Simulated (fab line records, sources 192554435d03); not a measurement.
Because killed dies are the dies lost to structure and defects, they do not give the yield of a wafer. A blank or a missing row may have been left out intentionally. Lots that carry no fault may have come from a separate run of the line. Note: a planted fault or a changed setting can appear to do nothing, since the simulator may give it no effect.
Matching of chambers + flow n5 finfet + 4 sister chambers for N5_PMOS_HMC_CHANNEL_EPI_ETCH_38 on rie si-01
The step etches SiO2 in CF4, target depth 1.5 nm. 4 wafers are shown with their chamber, then 8 later ones without.

## WAFERS WITH THEIR CHAMBER
| wafer  | chamber | drypump motor current A (A) |
|--------|---------|-----------------------------|
| L084.6 | 3       | 6.3                         |
| L085.1 | 2       | 6.5                         |
| L085.2 | 0       | 5.4                         |
| L086.2 | 1       | 5.5                         |

## WAFERS WITHOUT THEIR CHAMBER
| wafer  | drypump motor current A (A) |
|--------|-----------------------------|
| L086.3 | 5.4                         |
| L086.6 | 6.3                         |
| L089.2 | 5.3                         |
| L089.4 | 6.6                         |
| L089.5 | 6.3                         |
| L091.2 | 6.5                         |
| L091.3 | 5.5                         |
| L091.6 | 6.6                         |

## THE CHAMBER EACH PASSED THROUGH
| wafer  | from the rows above     | in truth |
|--------|-------------------------|----------|
| L086.3 | can't be placed: 0 or 1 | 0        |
| L086.6 | 3                       | 3        |
| L089.2 | can't be placed: 0 or 1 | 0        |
| L089.4 | 2                       | 2        |
| L089.5 | 3                       | 3        |
| L091.2 | 2                       | 2        |
| L091.3 | can't be placed: 1 or 0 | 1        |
| L091.6 | 2                       | 2        |
Correct placement for 5 of the 8. Cannot be placed on the basis of these rows: 3; the candidates contain the true chamber in 3. Placed wrongly: 0.
How it was worked out, from the rows above alone: a wafer's distance from a chamber is the root of the sum, over the readings, of the square of ((its reading less the chamber's mean) divided by the reading's scatter). The wafer belongs to the nearest chamber; if the next one is less than 2 further off, it can't be placed. For every chamber, the mean is computed from those of its wafers that are shown. The scatter (one wafer shown for each chamber): square how far every hidden wafer sits from the nearest shown wafer, average those squares and take the square root.
